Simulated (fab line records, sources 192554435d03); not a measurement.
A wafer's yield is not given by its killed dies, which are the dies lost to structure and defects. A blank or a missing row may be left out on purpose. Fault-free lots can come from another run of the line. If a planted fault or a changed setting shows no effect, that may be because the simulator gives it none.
Chamber matching | flow n5 finfet | 4 sister chambers for N5_MOL_CONTACT_COAG_ETCHBACK_136 on rie diel-01
The step etches SiO2 in CHF3, target depth 25 nm, time 16.7 s. 4 wafers are shown with their chamber, then 12 later ones without.

== WAFERS WITH THEIR CHAMBER ==
wafer  | chamber | drypump motor current A (A)
L084.6 | 2       | 4.8
L085.3 | 1       | 5.0
L088.2 | 3       | 6.2
L088.5 | 0       | 5.8

== WAFERS WITHOUT THEIR CHAMBER ==
wafer  | drypump motor current A (A)
L090.1 | 5.8
L090.3 | 5.1
L090.5 | 5.1
L094.2 | 5.1
L094.5 | 4.8
L094.6 | 5.1
L096.1 | 5.8
L096.2 | 4.8
L096.3 | 6.2
L097.1 | 6.2
L097.4 | 6.2
L097.5 | 4.8

== THE CHAMBER EACH PASSED THROUGH ==
wafer  | from the rows above | in truth
L090.1 | 0                   | 0
L090.3 | 1                   | 1
L090.5 | 1                   | 1
L094.2 | 1                   | 1
L094.5 | 2                   | 2
L094.6 | 1                   | 1
L096.1 | 0                   | 0
L096.2 | 2                   | 2
L096.3 | 3                   | 3
L097.1 | 3                   | 3
L097.4 | 3                   | 3
L097.5 | 2                   | 2
Correct placement for 12 of the 12. Number that these rows cannot place: 0. 0 placed wrongly.
How it was worked out, from the rows above alone: a wafer's distance from a chamber is the root of the sum, over the readings, of the square of ((its reading less the chamber's mean) divided by the reading's scatter). If the next closest chamber is less than 2 further off than the closest, the wafer can't be placed; otherwise it belongs to the closest. Each chamber's mean is taken over the wafers shown for it. The scatter: root of mean squared gap, hidden wafer to nearest shown wafer, with one shown wafer a chamber.
